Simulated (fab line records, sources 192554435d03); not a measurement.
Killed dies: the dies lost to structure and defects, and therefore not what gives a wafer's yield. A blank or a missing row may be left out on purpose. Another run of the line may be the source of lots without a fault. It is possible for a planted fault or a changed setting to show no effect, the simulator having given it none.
fab line records -- flow n5_finfet
record: lots: 11, wafers: 33, last_day: 18
route steps=1938 shown SDB@371 BEOL_M15@1789 MIM_BOT@1833 MIM_TOP_ETCH@1852 PASSIVATION@1936
lots untouched by any fault: they come from a run of this same line in which no faults occurred
start_h: start of the lot's first displayed wafer, in hours after the record's first day -- wait_h: time in hours since the lot's previous step -- " repeats the value in the row above -- L1.1+2: a single row standing in for several wafers -- - no value present, or no start provided -- * or withheld: withheld -- < > ~ a bound
route shown NAME@n: a module of which the file shows steps, and the number in the route of the first -- usual: the fault-free wafers' mean and standard deviation -- same: alike in all rows -- chamber/n: place in a boat -- sites: readings site by site -- _std_site: standard deviation of those values -- _edge_site: mean of outer sites minus mean of inner sites -- radius_mm: how far each site lies from the wafer's centre -- mask NAME#n: copy n -- behind: the tool/chamber that last shaped the wafer -- hold: the reason the lot was held/the length of the hold in hours/how it ended -- device: names the non-switching transistor (n, p or np) -- end of line: the same wafers' tests at the end of the route -- a step given without rows: its recipe and nothing more -- killed: the dies lost at the first sort to structure and to defects; this is not the yield of the wafer -- map: per-die view of a wafer (x killed, . not killed, _ where there is no die)
set.NAME: the run value of the setting; set.NAME@STEP: its run value at that earlier step -- model.NAME: the simulator's own value behind a step, which no gauge read
the route's steps for a sample of lots (tables are steps, rows are wafers)
services: the hour from which a tool's chamber was out of use, counted from the record's first day as start_h (under 0 if before that day), plus the number of hours and why
== steps ==
step: N5_SDB_PRECLEAN_39
recipe: chemistry: O3/DIW, time_s: 45, temp_c: 22, o3_ppm: 10
lot.wafer,tool,chamber,start_h,wait_h
L675.1+4+5,wet_bench-06,"6,0,7",68.34,0.0
L676.3+4+6,wet_bench-06,"5,2,3",75.55,0.0
L677.2+3+5,wet_bench-06,"3,7,5",81.13,0.0
L678.2+3+5,wet_bench-06,"7,1,5",85.38,0.0
L682.2+5+6,wet_bench-06,"4,5,6",111.14,0.0
L683.1+2+3,wet_bench-04,"6,1,2",117.89,0.0
L686.4+5+6,wet_bench-06,"7,0,4",133.96,0.0
L687.2+4+5,wet_bench-06,"7,3,0",138.23,0.0
L695.2+3+6,wet_bench-04,"7,0,2",185.90,0.0
L696.1+3+5,wet_bench-03,"7,5,6",193.61,0.0
L698.1+2+4,wet_bench-03,"2,6,0",207.12,0.0
step: N5_BEOL_M15_STRIP_63
recipe: chemistry: O2, power_w: 600, temp_c: 60, pressure_mtorr: 30, rf_frequency_hz: 6e+07, bias_power_w: 0, overash_fraction: 0.3, o2_flow_sccm: 225
usual: chamber_pressure_mTorr: 30.00/0.036, drypump_motor_current_A: 5.6/0.34, oes_product_au: 0.77/0.073, rf_vpp_V: 3.5/0.72, showerhead_plenum_p_Torr: 2.10/0.064, throttle_valve_pct: 16.69/0.23
lot.wafer,tool,chamber,start_h,wait_h,chamber_pressure_mTorr,drypump_motor_current_A,oes_product_au,rf_hours_counter_h,rf_vpp_V,showerhead_plenum_p_Torr,throttle_valve_pct
L676.3,rie_diel-04,2,-,-,29.96,6.0,0.68,240,2.8,1.98,16.82
L676.4,rie_diel-04,0,-,-,30.01,5.7,0.77,131,2.9,2.13,16.86
L676.6,rie_diel-04,0,-,-,30.03,5.7,0.77,-,3.7,2.13,16.89
L675.1,rie_diel-03,2,-,-,30.03,5.7,0.73,175,3.6,2.16,16.95
L675.4,rie_diel-03,0,-,-,29.99,5.8,0.84,73,3.4,2.20,16.83
L675.5,rie_diel-03,3,-,-,30.02,5.9,0.68,-,2.8,2.07,16.92
L677.2,rie_diel-04,3,-,-,30.02,5.0,0.75,154,2.9,2.09,16.34
L677.3,rie_diel-04,1,-,-,29.95,5.7,0.84,94,3.0,2.06,16.66
L677.5,rie_diel-04,2,-,-,29.92,6.0,0.68,-,2.9,1.98,16.84
L682.2,rie_diel-04,1,-,-,30.03,5.7,0.83,99,3.4,2.06,16.66
L682.5,rie_diel-04,3,-,-,30.01,5.1,0.74,-,3.9,2.08,16.34
L682.6,rie_diel-04,0,-,-,29.94,5.7,0.77,-,4.5,2.13,16.88
L678.2,rie_diel-04,2,-,-,29.95,6.0,0.67,251,4.7,1.98,16.83
L678.3,rie_diel-04,0,-,-,30.07,5.7,0.77,139,3.3,2.13,16.88
L678.5,rie_diel-04,3,-,-,30.02,5.0,0.75,-,2.7,2.08,16.35
L683.1,rie_diel-04,0,-,-,29.95,5.7,0.76,145,3.8,2.12,16.90
L683.2,rie_diel-04,3,-,-,29.97,5.0,0.74,164,4.5,2.08,16.37
L683.3,rie_diel-04,1,-,-,30.03,5.7,0.82,105,3.3,2.06,16.65
L686.4,rie_diel-04,3,-,-,30.02,5.0,0.74,-,2.3,2.08,16.37
L686.5,rie_diel-04,1,-,-,30.01,5.6,0.81,-,4.2,2.06,16.65
L686.6,rie_diel-04,0,-,-,29.96,5.7,0.77,-,3.2,2.12,16.90
L687.2,rie_diel-04,3,-,-,30.01,5.0,0.74,175,3.5,2.08,16.38
L687.4,rie_diel-04,2,-,-,30.03,6.0,0.97,-,3.5,2.24,16.43
L687.5,rie_diel-04,3,-,-,30.02,5.0,0.73,-,3.3,2.08,16.37
L695.2,rie_diel-03,0,-,-,29.96,5.7,0.79,108,4.0,2.18,16.89
L695.3,rie_diel-03,1,-,-,30.10,5.3,0.76,163,3.5,2.08,16.56
L695.6,rie_diel-03,3,-,-,30.02,5.9,0.92,-,3.3,2.06,16.47
L696.1,rie_diel-03,2,-,-,29.99,5.6,0.71,215,3.3,2.15,17.06
L696.3,rie_diel-03,3,-,-,29.98,6.0,0.91,24,4.1,2.06,16.47
L696.5,rie_diel-03,3,-,-,30.03,5.9,0.91,-,3.4,2.06,16.50
L698.1,rie_diel-04,1,-,-,30.00,5.7,0.80,133,3.4,2.05,16.73
L698.2,rie_diel-04,0,-,-,30.05,5.7,0.75,169,4.8,2.12,16.93
L698.4,rie_diel-04,2,-,-,30.02,6.1,0.89,25,3.6,2.23,16.48
step: N5_MIM_BOT_SPUTTER_00
recipe: material: TiN, target_thk_a: 350, temp_c: 200, power_w: 3000, chamber_pressure_pa: 0.49996, gas: Ar, reactive_partial_pa: 0.37997, time_s: 89.7
usual: substrate_temp_c: 200.01/0.18, throttle_valve_pct: 30.0/0.79
lot.wafer,tool,chamber,start_h,wait_h,substrate_temp_c,throttle_valve_pct
L676.3,pvd_sputter-02,-,273.26,0.0,200.03,31.5
L676.4,pvd_sputter-02,-,273.26,0.0,199.91,28.8
L676.6,pvd_sputter-02,-,273.26,0.0,199.84,29.7
L675.1,pvd_sputter-03,-,286.57,0.0,200.28,29.8
L675.4,pvd_sputter-03,-,286.57,0.0,199.98,30.6
L675.5,pvd_sputter-03,-,286.57,0.0,200.04,30.4
L677.2,pvd_sputter-02,-,305.30,0.0,199.96,29.0
L677.3,pvd_sputter-02,-,305.30,0.0,200.39,28.5
L677.5,pvd_sputter-02,-,305.30,0.0,199.76,29.7
L682.2,pvd_sputter-01,-,306.12,0.0,199.80,31.0
L682.5,pvd_sputter-01,-,306.12,0.0,199.99,30.2
L682.6,pvd_sputter-01,-,306.12,0.0,199.68,29.2
L678.2,pvd_sputter-01,-,308.68,0.0,199.82,30.3
L678.3,pvd_sputter-01,-,308.68,0.0,200.00,31.3
L678.5,pvd_sputter-01,-,308.68,0.0,199.90,30.5
L683.1,pvd_sputter-02,-,323.24,0.0,199.90,31.4
L683.2,pvd_sputter-02,-,323.24,0.0,200.13,28.6
L683.3,pvd_sputter-02,-,323.24,0.0,199.75,29.9
L686.4,pvd_sputter-01,-,323.60,0.0,200.27,28.9
L686.5,pvd_sputter-01,-,323.60,0.0,199.98,28.9
L686.6,pvd_sputter-01,-,323.60,0.0,199.98,30.1
L687.2,pvd_sputter-03,-,353.69,0.0,199.96,29.6
L687.4,pvd_sputter-03,-,353.69,0.0,200.14,30.3
L687.5,pvd_sputter-03,-,353.69,0.0,199.94,30.5
L695.2,pvd_sputter-01,-,381.75,0.0,199.87,30.3
L695.3,pvd_sputter-01,-,381.75,0.0,199.95,31.2
L695.6,pvd_sputter-01,-,381.75,0.0,199.92,30.2
L696.1,pvd_sputter-03,-,398.62,0.0,199.84,29.9
L696.3,pvd_sputter-03,-,398.62,0.0,199.88,30.2
L696.5,pvd_sputter-03,-,398.62,0.0,199.86,30.7
L698.1,pvd_sputter-03,-,411.46,0.0,200.23,30.1
L698.2,pvd_sputter-03,-,411.46,0.0,200.10,29.9
L698.4,pvd_sputter-03,-,411.46,0.0,199.61,30.7
step: N5_MIM_TOP_ETCH_STRIP_01
recipe: chemistry: O2, power_w: 600, temp_c: 60, pressure_mtorr: 30, rf_frequency_hz: 6e+07, bias_power_w: 0, overash_fraction: 0.5, o2_flow_sccm: 225
usual: chamber_pressure_mTorr: 30.01/0.075, drypump_motor_current_A: 5.8/0.34, oes_product_au: 0.76/0.073, rf_vpp_V: 3.7/1.3, showerhead_plenum_p_Torr: 2.10/0.077, throttle_valve_pct: 16.73/0.2
lot.wafer,tool,chamber,start_h,wait_h,chamber_pressure_mTorr,drypump_motor_current_A,oes_product_au,rf_hours_counter_h,rf_vpp_V,showerhead_plenum_p_Torr,throttle_valve_pct
L676.3,rie_diel-01,1,277.05,0.1,30.07,5.9,0.72,222,4.4,2.01,16.97
L676.4,rie_diel-01,3,277.05,0.1,30.22,5.7,0.75,168,2.3,1.98,16.80
L676.6,rie_diel-01,1,277.05,0.1,30.02,5.9,0.70,-,3.7,2.01,16.99
L675.1,rie_diel-01,0,289.18,0.1,29.97,5.8,0.81,84,4.7,2.15,16.57
L675.4,rie_diel-01,2,289.18,0.1,29.93,6.3,0.70,208,4.7,2.18,16.85
L675.5,rie_diel-01,0,289.18,0.1,29.90,5.8,0.78,-,3.9,2.14,16.58
L677.2,rie_diel-01,0,307.07,0.1,30.03,5.8,0.78,90,4.4,2.14,16.58
L677.3,rie_diel-01,2,307.07,0.1,30.02,6.3,0.70,213,4.1,2.17,16.80
L677.5,rie_diel-01,1,307.07,0.1,29.99,5.9,0.69,-,2.3,2.00,17.02
L682.2,rie_diel-04,0,309.51,0.1,30.04,5.7,0.76,143,2.8,2.12,16.88
L682.5,rie_diel-04,1,309.51,0.1,30.09,5.7,0.82,-,2.2,2.06,16.67
L682.6,rie_diel-04,0,309.51,0.1,29.99,5.7,0.76,-,6.1,2.13,16.88
L678.2,rie_diel-01,2,310.33,0.1,30.01,6.3,0.71,214,3.9,2.17,16.79
L678.3,rie_diel-01,0,310.33,0.1,30.09,5.8,0.79,91,2.3,2.14,16.57
L678.5,rie_diel-01,3,310.33,0.1,30.06,5.7,0.74,-,2.8,1.98,16.79
L683.1,rie_diel-04,0,324.63,0.1,30.03,5.7,0.76,150,3.3,2.12,16.95
L683.2,rie_diel-04,3,324.63,0.1,29.92,5.0,0.75,169,3.9,2.08,16.34
L683.3,rie_diel-04,1,324.63,0.1,29.97,5.7,0.83,109,3.0,2.06,16.69
L686.4,rie_diel-04,1,327.01,0.1,30.09,5.7,0.82,110,4.2,2.06,16.66
L686.5,rie_diel-04,1,327.01,0.1,30.14,5.7,0.84,-,2.9,2.06,16.67
L686.6,rie_diel-04,0,327.01,0.1,29.99,5.8,0.75,-,3.9,2.12,16.89
L687.2,rie_diel-04,3,357.85,0.1,30.04,5.0,0.72,179,4.0,2.08,16.39
L687.4,rie_diel-04,0,357.85,0.1,30.10,5.7,0.75,157,5.4,2.12,16.89
L687.5,rie_diel-04,1,357.85,0.1,29.97,5.6,0.80,-,2.7,2.05,16.74
L695.2,rie_diel-01,3,384.23,0.2,30.05,5.7,0.71,199,3.4,1.97,16.87
L695.3,rie_diel-01,2,384.23,0.2,29.92,6.4,0.69,234,2.0,2.17,16.87
L695.6,rie_diel-01,3,384.23,0.2,30.04,5.7,0.71,-,5.7,1.97,16.82
L696.1,rie_diel-01,2,402.08,0.1,29.96,6.4,0.70,242,3.1,2.16,16.89
L696.3,rie_diel-01,0,402.08,0.1,30.01,5.8,0.76,120,7.6,2.13,16.61
L696.5,rie_diel-01,3,402.08,0.1,29.93,5.7,0.73,-,2.2,1.97,16.89
L698.1,rie_diel-01,1,413.05,0.2,30.02,5.9,0.94,1,3.2,2.26,16.66
L698.2,rie_diel-01,0,413.05,0.2,29.93,5.8,0.78,123,2.6,2.13,16.65
L698.4,rie_diel-01,3,413.05,0.2,30.15,5.7,0.69,209,4.0,1.97,16.86
step: N5_PASSIVATION_PROBE_49
usual: defect_limited_yield: 91.6/1.4, killed_at_M0_to_M3: 32/9.5, killed_at_M4_up: 13/6, killed_at_contacts: 12/5.6, killed_at_front_end: 39/11, killed_at_other: 2.8/2.3, killed_dies: 99/16, killed_open: 65/12, killed_short: 32/7.6, sort_bin_4_leakage: 0.1/0.88, sort_bin_5_function: 4.8/0.88, sort_bin_6_memory: 3.2/0.65, sort_n_pass: 1077/29, sort_yield_pct: 91.2/2.5
same: gross_dies: 1180, killed_at_back_side: 0, sort_bin_8_speed[%]: 0
lot.wafer,tool,chamber,start_h,wait_h,defect_limited_yield[%],killed_at_M0_to_M3,killed_at_M4_up,killed_at_contacts,killed_at_front_end,killed_at_other,killed_dies,killed_open,killed_short,sort_bin_4_leakage[%],sort_bin_5_function[%],sort_bin_6_memory[%],sort_n_pass,sort_yield_pct[%]
L686.4,prober-02,-,337.42,0.2,79.5,28,10,8,193,3,242,62,27,0,13.1,3.9,938,79.5
L686.5,prober-02,-,337.47,0.2,79.7,41,17,7,174,1,240,56,36,0,11.9,4.4,940,79.7
L686.6,prober-02,-,337.52,0.3,78.6,32,7,6,203,4,252,58,38,0,11.8,4.9,928,78.6
L687.2,prober-02,-,368.67,0.1,77.6,34,23,10,189,8,264,83,37,0,13.0,4.5,916,77.6
L687.4,prober-02,-,368.77,0.2,85.7,27,25,6,107,4,169,76,26,0,7.5,4.3,1011,85.7
L687.5,prober-02,-,368.82,0.2,78.6,29,17,5,200,1,252,69,23,0,12.9,4.7,928,78.6
killed by level:class
L686.4 SDB:unspecified=153 STI_FIN_REVEAL:geometric_particle:open=10 BEOL_M0_SAQP:geometric_particle:open=8 BEOL_M4:geometric_particle:open=8 MOL_CONTACT_COAG:geometric_particle:open=7 FIN_SAQP:geometric_particle:open=6 FIN_SAQP:geometric_particle:short=6 GATE_CUT:geometric_particle:short=6
L686.5 SDB:unspecified=145 BEOL_M0_SAQP:geometric_particle:short=17 BEOL_M0_SAQP:geometric_particle:open=11 FIN_SAQP:geometric_particle:short=8 FIN_SAQP:geometric_particle:open=7 BEOL_M4:geometric_particle:open=7 MOL_CONTACT_COAG:geometric_particle:open=5 BEOL_M0:geometric_particle:open=5
L686.6 SDB:unspecified=151 BEOL_M0_SAQP:geometric_particle:short=10 STI_FIN_REVEAL:geometric_particle:open=9 GATE_CUT:geometric_particle:open=9 GATE_CUT:geometric_particle:short=8 BEOL_M2:geometric_particle:open=7 FIN_SAQP:geometric_particle:short=6 BEOL_M0_SAQP:geometric_particle:open=6
L687.2 SDB:unspecified=140 STI_FIN_REVEAL:geometric_particle:open=17 FIN_SAQP:geometric_particle:open=12 BEOL_M1:geometric_particle:open=11 FIN_SAQP:geometric_particle:short=8 BEOL_M2:geometric_particle:open=8 BEOL_M4:geometric_particle:open=8 MOL_CONTACT_COAG:geometric_particle:open=7
L687.4 SDB:unspecified=54 FIN_SAQP:geometric_particle:open=16 BEOL_M2:geometric_particle:open=12 HKMG_FIN:area_etch=8 STI_FIN_REVEAL:geometric_particle:open=5 MOL_CONTACT_COAG:geometric_particle:open=5 BEOL_M4:geometric_particle:open=5 SPACER0:geometric_particle:open=4
L687.5 SDB:unspecified=158 FIN_SAQP:geometric_particle:open=11 STI_FIN_REVEAL:geometric_particle:open=10 BEOL_M2:geometric_particle:open=9 BEOL_M4:geometric_particle:open=9 FIN_SAQP:geometric_particle:short=7 BEOL_M3:geometric_particle:open=6 MOL_CONTACT_COAG:geometric_particle:open=5
== services ==
tool,chamber,start_h,hours,kind
rie_diel-04,3,63.58,3.9,repair
pvd_sputter-01,-,67.58,0.9,repair
rie_diel-01,3,74.90,5.1,repair
pvd_sputter-02,-,78.69,4.7,repair
pvd_sputter-01,-,101.64,8.5,repair
pvd_sputter-01,-,131.79,0.9,repair
rie_diel-04,-,146.76,2.8,pm
rie_diel-04,2,163.49,3.9,repair
wet_bench-03,-,176.29,1.6,repair
rie_diel-01,-,207.15,2.3,repair
rie_diel-01,-,229.78,2.5,repair
wet_bench-06,-,249.81,1.0,repair
rie_diel-03,-,262.64,0.5,repair
rie_diel-04,0,289.58,7.4,repair
rie_diel-04,2,306.17,5.3,repair
rie_diel-04,2,311.66,-,clean
rie_diel-04,2,311.66,-,consumable_replace:focus_ring
rie_diel-03,2,342.53,6.8,repair
rie_diel-04,0,344.79,4.5,repair
rie_diel-01,3,352.67,2.8,repair
wet_bench-03,-,357.90,2.5,repair
pvd_sputter-03,-,366.39,1.0,repair
pvd_sputter-02,-,406.22,7.6,repair
rie_diel-03,1,407.63,7.5,repair
== key ==
first_sign: step: N5_PASSIVATION_PROBE_49, reading: killed_at_front_end, direction: up, sigmas: 13, usual: 39, struck: 178
effect: step: N5_PASSIVATION_PROBE_49, reading: defect_limited_yield, direction: down, sigmas: 8.4, usual: 91.6, struck: 80.0
more_kills_born_at: N5_SDB_PRECLEAN_39@wet_bench-06: 801
met_at N5_SDB_PRECLEAN_39
struck_lots L686,L687
not_acting_at N5_BEOL_M15_STRIP_63,N5_MIM_BOT_SPUTTER_00,N5_MIM_TOP_ETCH_STRIP_01
onset_between 111.14 133.96
fault: kind: chamber_particle_source, tool: wet_bench-06, chamber: -, onset_h: 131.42, steps: N5_SDB_PRECLEAN_39, rate_per_visit_cm2: 1.8754, end_h: 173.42
